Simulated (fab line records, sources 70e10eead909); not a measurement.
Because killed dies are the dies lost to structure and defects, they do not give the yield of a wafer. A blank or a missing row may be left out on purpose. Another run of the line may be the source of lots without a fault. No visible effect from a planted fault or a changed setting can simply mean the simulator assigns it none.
fab line records | flow nand_harc
[record] lots = 14 | wafers = 42 | last_day = 34
route steps=1302 shown A_M0@1159 A_M1@1178
lots that met no fault: from a run of the same line without faults
start_h: start of the lot's first displayed wafer, in hours after the record's first day | wait_h: time in hours since the lot's previous step | " as in the row above | L1.1+2: several wafers, shown together as one row | - no value present, or no start provided | * or withheld: withheld | < > ~ a bound
route shown NAME@n: NAME is a module with steps in the file, n the number in the route of the first one | usual: average and standard deviation across the fault-free wafers | same: alike in all rows | chamber/n: place in a boat | sites: per-site readings | _std_site: how widely they spread, as a standard deviation | _edge_site: the outer-site mean with the inner-site mean subtracted | radius_mm: how far each site lies from the wafer's centre | mask NAME#n: copy n | behind: the last tool/chamber to shape the wafer | hold: why the lot was held/for how many hours/how that ended | device: the transistor (n, p or np) that didn't switch | end of line: the same wafers' tests at the end of the route | a step with no rows: only its recipe | killed: dies that structure and defects cost at the first sort, which is not the same as the wafer's yield | map: the dies of a wafer, with x for killed, . for not killed, _ for no die there
set.NAME: setting as actually run; set.NAME@STEP: the setting as run at that earlier step | model.NAME: the simulator's own value behind a step, which no gauge read
route steps across a sampled set of lots; one table per step, one row per wafer
services: from which hour (start_h, from the record's first day; less than 0 if before it) a tool's chamber was out of use, for how many hours, and why
[[steps]]
[step NHARC_A_M0_PVD_21]
[recipe] target_thk_a = 300 | chamber_pressure_pa = 5 | power_w = 5000 | substrate_temp_c = 30 | time_s = 20.49 | material = Cu
[usual] throttle_valve_pct = 30.0/1.3
lot.wafer | tool           | chamber | start_h | wait_h | throttle_valve_pct
L961.1    | pvd_sputter-02 | -       | -       | -      | 27.5
L961.2    | "              | -       | "       | "      | 29.2
L961.3    | "              | -       | "       | "      | 31.9
L962.2    | pvd_sputter-01 | -       | -       | -      | 31.4
L962.4    | "              | -       | "       | "      | 32.3
L962.1    | "              | -       | "       | "      | 29.5
L963.3    | pvd_sputter-01 | -       | -       | -      | 31.3
L963.5    | "              | -       | "       | "      | 32.3
L963.6    | "              | -       | "       | "      | 29.4
L964.3    | pvd_sputter-02 | -       | -       | -      | 30.4
L964.2    | "              | -       | "       | "      | 29.2
L964.1    | "              | -       | "       | "      | 31.8
L967.1    | pvd_sputter-03 | -       | -       | -      | 31.5
L967.4    | "              | -       | "       | "      | 29.3
L967.2    | "              | -       | "       | "      | 30.0
L966.4    | pvd_sputter-03 | -       | -       | -      | 31.4
L966.6    | "              | -       | "       | "      | 30.0
L966.5    | "              | -       | "       | "      | 31.0
L971.2    | pvd_sputter-01 | -       | -       | -      | 28.8
L971.4    | "              | -       | "       | "      | 31.4
L971.6    | "              | -       | "       | "      | 31.0
L974.3    | pvd_sputter-01 | -       | -       | -      | 29.0
L974.2    | "              | -       | "       | "      | 28.8
L974.4    | "              | -       | "       | "      | 31.4
L976.4    | pvd_sputter-02 | -       | -       | -      | 29.9
L976.1    | "              | -       | "       | "      | 29.5
L976.2    | "              | -       | "       | "      | 31.8
L975.3    | pvd_sputter-02 | -       | -       | -      | 27.7
L975.2    | "              | -       | "       | "      | 30.3
L975.6    | "              | -       | "       | "      | 27.4
L979.1    | pvd_sputter-02 | -       | -       | -      | 27.8
L979.6    | "              | -       | "       | "      | 32.1
L979.5    | "              | -       | "       | "      | 27.6
L981.4    | pvd_sputter-01 | -       | -       | -      | 28.9
L981.3    | "              | -       | "       | "      | 31.1
L981.5    | "              | -       | "       | "      | 31.1
L982.4    | pvd_sputter-03 | -       | -       | -      | 29.7
L982.1    | "              | -       | "       | "      | 31.1
L982.5    | "              | -       | "       | "      | 30.4
L984.1    | pvd_sputter-01 | -       | -       | -      | 31.1
L984.4    | "              | -       | "       | "      | 31.6
L984.5    | "              | -       | "       | "      | 29.0
[step NHARC_A_M0_PRE_CLEAN_31]
[recipe] time_s = 12 | temp_c = 370 | rf_power_w = 300 | gas = NH3
[usual] heater_power_outer_w = 380/37 | heater_power_w = 662/52
lot.wafer | tool     | chamber | start_h | wait_h | heater_power_outer_w | heater_power_w
L961.2    | pecvd-03 | 1       | 529.00  | 0.1    | 378                  | 632
L961.1    | "        | 2       | "       | "      | 447                  | 751
L961.3    | "        | 0       | "       | "      | 389                  | 655
L962.1    | pecvd-03 | 0       | 530.89  | 0.1    | 391                  | 674
L962.2    | "        | 1       | "       | "      | 375                  | 612
L962.4    | "        | 2       | "       | "      | 469                  | 786
L963.3    | pecvd-01 | 1       | 535.47  | 0.1    | 408                  | 673
L963.6    | "        | 2       | "       | "      | 339                  | 633
L963.5    | "        | 0       | "       | "      | 359                  | 661
L964.2    | pecvd-01 | 1       | 548.84  | 0.5    | 401                  | 668
L964.3    | "        | 2       | "       | "      | 394                  | 720
L964.1    | "        | 0       | "       | "      | 361                  | 661
L967.2    | pecvd-01 | 1       | 583.61  | 0.1    | 410                  | 678
L967.1    | "        | 2       | "       | "      | 380                  | 699
L967.4    | "        | 0       | "       | "      | 354                  | 646
L966.6    | pecvd-04 | 0       | 585.55  | 0.1    | 364                  | 620
L966.5    | "        | 1       | "       | "      | 387                  | 673
L966.4    | "        | 2       | "       | "      | 391                  | 675
L971.2    | pecvd-04 | 2       | 617.65  | 0.1    | 421                  | 739
L971.6    | "        | 1       | "       | "      | 405                  | 699
L971.4    | "        | 2       | "       | "      | 418                  | 742
L974.3    | pecvd-04 | 2       | 654.67  | 0.1    | 395                  | 685
L974.2    | "        | 1       | "       | "      | 332                  | 585
L974.4    | "        | 1       | "       | "      | 317                  | 585
L976.2    | pecvd-04 | 0       | 665.88  | 0.1    | 355                  | 605
L976.1    | "        | 1       | "       | "      | 371                  | 654
L976.4    | "        | 1       | "       | "      | 368                  | 659
L975.3    | pecvd-04 | 0       | 669.06  | 0.1    | 367                  | 611
L975.2    | "        | 2       | "       | "      | 341                  | 612
L975.6    | "        | 0       | "       | "      | 371                  | 621
L979.1    | pecvd-03 | 2       | 707.43  | 0.1    | 434                  | 730
L979.6    | "        | 0       | "       | "      | 429                  | 721
L979.5    | "        | 2       | "       | "      | 436                  | 704
L981.3    | pecvd-04 | 1       | 723.11  | 0.1    | 342                  | 605
L981.4    | "        | 0       | "       | "      | 332                  | 583
L981.5    | "        | 1       | "       | "      | 343                  | 599
L982.1    | pecvd-04 | 2       | 734.99  | 0.1    | 372                  | 658
L982.4    | "        | 1       | "       | "      | 398                  | 710
L982.5    | "        | 2       | "       | "      | 362                  | 655
L984.1    | pecvd-03 | 1       | 762.70  | 0.5    | 386                  | 637
L984.4    | "        | 0       | "       | "      | 303                  | 559
L984.5    | "        | 1       | "       | "      | 379                  | 643
[step NHARC_A_M1_DEVELOP_08]
[recipe] develop_time_s = 35 | dev_temp_c = 23
[usual] chill_plate_temp_C = 23.01/0.1 | develop_time_s = 35/0
lot.wafer | tool           | chamber | start_h | wait_h | chill_plate_temp_C | develop_time_s
L961.1    | litho_track-01 | 0       | 530     | -      | 23.08              | 35
L961.2    | "              | 0       | "       | "      | 23.09              | 35
L961.3    | "              | 0       | "       | "      | 22.92              | 35
L962.1    | litho_track-01 | 0       | 532     | -      | 22.99              | 35
L962.2    | "              | 0       | "       | "      | 22.99              | 35
L962.4    | "              | 0       | "       | "      | 22.93              | 35
L963.3    | litho_track-01 | 0       | 536     | -      | 22.80              | 35
L963.5    | "              | 0       | "       | "      | 22.92              | 35
L963.6    | "              | 0       | "       | "      | 22.83              | 35
L964.1    | litho_track-04 | 0       | 549     | -      | 23.10              | 35
L964.2    | "              | 0       | "       | "      | 23.05              | 35
L964.3    | "              | 0       | "       | "      | 23.23              | 35
L967.1    | litho_track-01 | -       | 584     | -      | -                  | -
L967.2    | "              | -       | "       | "      | -                  | -
L967.4    | "              | -       | "       | "      | -                  | -
L966.4    | litho_track-06 | -       | 586     | -      | -                  | -
L966.5    | "              | -       | "       | "      | -                  | -
L966.6    | "              | -       | "       | "      | -                  | -
L971.2    | litho_track-06 | 0       | 618     | -      | 23.05              | 35
L971.4    | "              | 0       | "       | "      | 22.96              | 35
L971.6    | "              | 0       | "       | "      | 23.04              | 35
L974.2    | litho_track-01 | 0       | 655     | -      | 23.04              | 35
L974.3    | "              | 0       | "       | "      | 22.95              | 35
L974.4    | "              | 0       | "       | "      | 22.97              | 35
L976.1    | litho_track-04 | 0       | 667     | -      | 23.12              | 35
L976.2    | "              | 0       | "       | "      | 23.15              | 35
L976.4    | "              | 0       | "       | "      | 22.98              | 35
L975.2    | litho_track-01 | 0       | 670     | -      | 22.98              | 35
L975.3    | "              | 0       | "       | "      | 22.89              | 35
L975.6    | "              | 0       | "       | "      | 23.00              | 35
L979.1    | litho_track-04 | 0       | 708     | -      | 23.11              | 35
L979.5    | "              | 0       | "       | "      | 23.22              | 35
L979.6    | "              | 0       | "       | "      | 23.09              | 35
L981.3    | litho_track-04 | 0       | 724     | -      | 22.93              | 35
L981.4    | "              | 0       | "       | "      | 23.00              | 35
L981.5    | "              | 0       | "       | "      | 22.86              | 35
L982.1    | litho_track-01 | 0       | 736     | -      | 23.05              | 35
L982.4    | "              | 0       | "       | "      | 22.88              | 35
L982.5    | "              | 0       | "       | "      | 23.08              | 35
L984.1    | litho_track-06 | 0       | 763     | -      | 22.86              | 35
L984.4    | "              | 0       | "       | "      | 23.03              | 35
L984.5    | "              | 0       | "       | "      | 23.05              | 35
[step NHARC_A_M1_DESCUM_14]
[recipe] time_s = 3 | o2_flow_sccm = 200 | ar_flow_sccm = 0 | bias_power_w = 0 | chemistry = O2
[usual] drypump_motor_current_A = 5.6/0.54 | oes_product_au = 0.998/0.0076 | rf_vpp_V = 57.8/1 | showerhead_plenum_p_Torr = 1.91/0.09 | throttle_valve_pct = 11.311/0.0089
lot.wafer | tool        | chamber | start_h | wait_h | drypump_motor_current_A | oes_product_au | rf_hours_counter_h | rf_vpp_V | showerhead_plenum_p_Torr | throttle_valve_pct
L961.2    | rie_diel-12 | 0       | 530.37  | 0.1    | 5.2                     | 1.003          | 3                  | 56.6     | 1.77                     | 11.321
L961.1    | "           | 1       | "       | "      | 5.3                     | 1.009          | 3                  | 57.9     | 2.04                     | 11.306
L961.3    | "           | 3       | "       | "      | 5.9                     | 0.999          | 3                  | 58.4     | 1.82                     | 11.303
L962.4    | rie_diel-02 | 1       | 532.37  | 0.1    | 4.9                     | 1.004          | 3                  | 59.2     | 1.92                     | 11.307
L962.1    | "           | 2       | "       | "      | 5.3                     | 0.990          | 3                  | 58.2     | 2.01                     | 11.308
L962.2    | "           | 0       | "       | "      | 5.4                     | 1.002          | 4                  | 57.5     | 1.89                     | 11.305
L963.3    | rie_diel-02 | 0       | 537.01  | 0.1    | 5.4                     | 1.008          | 4                  | 58.8     | 1.89                     | 11.313
L963.5    | "           | 1       | "       | "      | 4.9                     | 0.996          | -                  | 58.5     | 1.92                     | 11.315
L963.6    | "           | 2       | "       | "      | 5.3                     | 0.995          | -                  | 57.4     | 2.01                     | 11.315
L964.3    | rie_diel-02 | 2       | 550.25  | 0.1    | 5.3                     | 0.990          | 3                  | 59.4     | 2.01                     | 11.310
L964.2    | "           | 3       | "       | "      | 6.6                     | 0.999          | 4                  | 57.6     | 1.94                     | 11.310
L964.1    | "           | 1       | "       | "      | 4.9                     | 0.993          | 4                  | 58.3     | 1.92                     | 11.306
L967.1    | rie_diel-10 | 2       | 585.10  | 0.1    | 6.5                     | 0.994          | 11                 | 56.4     | 1.82                     | 11.317
L967.2    | "           | 0       | "       | "      | 5.4                     | 0.999          | 12                 | 55.7     | 1.91                     | 11.287
L967.4    | "           | 1       | "       | "      | 6.3                     | 0.986          | 12                 | 58.6     | 1.94                     | 11.307
L966.4    | rie_diel-10 | 2       | 587.03  | 0.1    | 6.4                     | 0.983          | 11                 | 58.1     | 1.82                     | 11.315
L966.6    | "           | 1       | "       | "      | 6.3                     | 0.990          | -                  | 58.1     | 1.94                     | 11.298
L966.5    | "           | 2       | "       | "      | 6.4                     | 0.978          | -                  | 56.7     | 1.82                     | 11.309
L971.4    | rie_diel-12 | 2       | 619.14  | 0.1    | 5.8                     | 0.994          | 2                  | 56.3     | 1.81                     | 11.320
L971.2    | "           | 3       | "       | "      | 5.9                     | 1.012          | 9                  | 56.8     | 1.82                     | 11.300
L971.6    | "           | 2       | "       | "      | 5.8                     | 1.003          | -                  | 58.3     | 1.81                     | 11.310
L974.4    | rie_diel-12 | 1       | 656.18  | 0.1    | 5.3                     | 0.999          | 2                  | 59.5     | 2.04                     | 11.332
L974.2    | "           | 3       | "       | "      | 5.9                     | 1.013          | 2                  | 59.8     | 1.82                     | 11.295
L974.3    | "           | 0       | "       | "      | 5.2                     | 1.013          | 2                  | 58.0     | 1.77                     | 11.324
L976.1    | rie_diel-12 | 3       | 667.38  | 0.1    | 5.9                     | 0.993          | 2                  | 57.4     | 1.82                     | 11.307
L976.2    | "           | 0       | "       | "      | 5.2                     | 1.004          | 2                  | 58.5     | 1.77                     | 11.319
L976.4    | "           | 2       | "       | "      | 5.9                     | 0.989          | 2                  | 57.1     | 1.81                     | 11.304
L975.2    | rie_diel-12 | 3       | 670.46  | 0.1    | 5.9                     | 1.004          | 2                  | 57.0     | 1.82                     | 11.299
L975.3    | "           | 0       | "       | "      | 5.2                     | 0.998          | 2                  | 56.2     | 1.77                     | 11.318
L975.6    | "           | 3       | "       | "      | 5.9                     | 0.990          | -                  | 59.3     | 1.82                     | 11.309
L979.1    | rie_diel-02 | 3       | 708.82  | 0.1    | 6.6                     | 0.988          | 4                  | 58.0     | 1.94                     | 11.305
L979.5    | "           | 0       | "       | "      | 5.4                     | 1.008          | -                  | 56.4     | 1.88                     | 11.307
L979.6    | "           | 1       | "       | "      | 4.9                     | 1.012          | -                  | 57.6     | 1.92                     | 11.307
L981.3    | rie_diel-02 | 3       | 724.60  | 0.1    | 6.6                     | 1.005          | 4                  | 60.1     | 1.94                     | 11.301
L981.4    | "           | 0       | "       | "      | 5.4                     | 1.003          | 5                  | 58.1     | 1.88                     | 11.295
L981.5    | "           | 2       | "       | "      | 5.3                     | 1.011          | -                  | 57.5     | 2.01                     | 11.306
L982.1    | rie_diel-10 | 2       | 736.47  | 0.1    | 6.4                     | 0.988          | 8                  | 58.1     | 1.82                     | 11.303
L982.4    | "           | 0       | "       | "      | 5.4                     | 0.986          | 9                  | 57.7     | 1.90                     | 11.324
L982.5    | "           | 2       | "       | "      | 6.4                     | 0.988          | -                  | 56.7     | 1.82                     | 11.311
L984.1    | rie_diel-12 | 3       | 764.07  | 0.1    | 5.9                     | 0.996          | 7                  | 57.1     | 1.82                     | 11.296
L984.4    | "           | 2       | "       | "      | 5.9                     | 0.999          | -                  | 57.2     | 1.81                     | 11.319
L984.5    | "           | 0       | "       | "      | 5.1                     | 0.995          | -                  | 58.0     | 1.77                     | 11.322
[[services]]
tool           | chamber | start_h | hours | kind
litho_track-01 | -       | 505.01  | 7.0   | pm
rie_diel-02    | 1       | 510.39  | 3.3   | repair
rie_diel-02    | -       | 556.03  | 0.5   | repair
rie_diel-02    | -       | 570.80  | 9.0   | pm
pvd_sputter-01 | -       | 582.00  | 10.0  | pm
pvd_sputter-01 | -       | 600.61  | 2.0   | repair
rie_diel-12    | -       | 622.42  | 9.0   | pm
pecvd-04       | -       | 631.11  | 13.0  | pm
pvd_sputter-02 | -       | 638.08  | 10.0  | pm
rie_diel-12    | 0       | 639.46  | 5.7   | repair
rie_diel-02    | -       | 663.93  | 0.9   | repair
rie_diel-12    | -       | 671.44  | 0.9   | repair
pvd_sputter-02 | -       | 678.60  | 5.5   | repair
litho_track-01 | -       | 680.01  | 7.0   | pm
pvd_sputter-01 | -       | 689.95  | 1.1   | repair
pecvd-04       | -       | 719.52  | 0.7   | repair
rie_diel-02    | 2       | 734.50  | 13.0  | repair
rie_diel-02    | 3       | 734.98  | 22.3  | repair
pvd_sputter-02 | -       | 741.35  | 0.8   | repair
pvd_sputter-01 | -       | 747.56  | 12.3  | repair
rie_diel-02    | -       | 747.80  | 9.0   | pm
rie_diel-12    | 1       | 754.09  | 16.6  | repair
pecvd-04       | -       | 756.55  | 0.6   | repair
pvd_sputter-01 | -       | 760.00  | 10.0  | pm
[[key]]
[first_sign] step = NHARC_A_M1_DEVELOP_08 | reading = tool_record | direction = missing
effect none on later readings
met_at NHARC_A_M1_DEVELOP_08
struck_lots L966,L967
later_rows_left_out L966.4,L966.5,L966.6,L967.1,L967.2,L967.4
sort_left_out L966.4,L966.5,L966.6,L967.1,L967.2,L967.4
not_acting_at NHARC_A_M0_PVD_21,NHARC_A_M0_PRE_CLEAN_31,NHARC_A_M1_DESCUM_14
onset_between 536 584
[fault] kind = skipped_step_whole | tool = litho_track-01,litho_track-06 | chamber = - | onset_h = 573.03 | steps = NHARC_A_M1_DEVELOP_08 | scope = struck_lots_only
// sort_left_out: the simulated sort isn't trusted on such a fault, so these wafers' sort isn't shown, and their yield isn't known
// later_rows_left_out: the simulator's readings of these wafers behind a module that went badly wrong aren't trusted and aren't shown, but for the sort
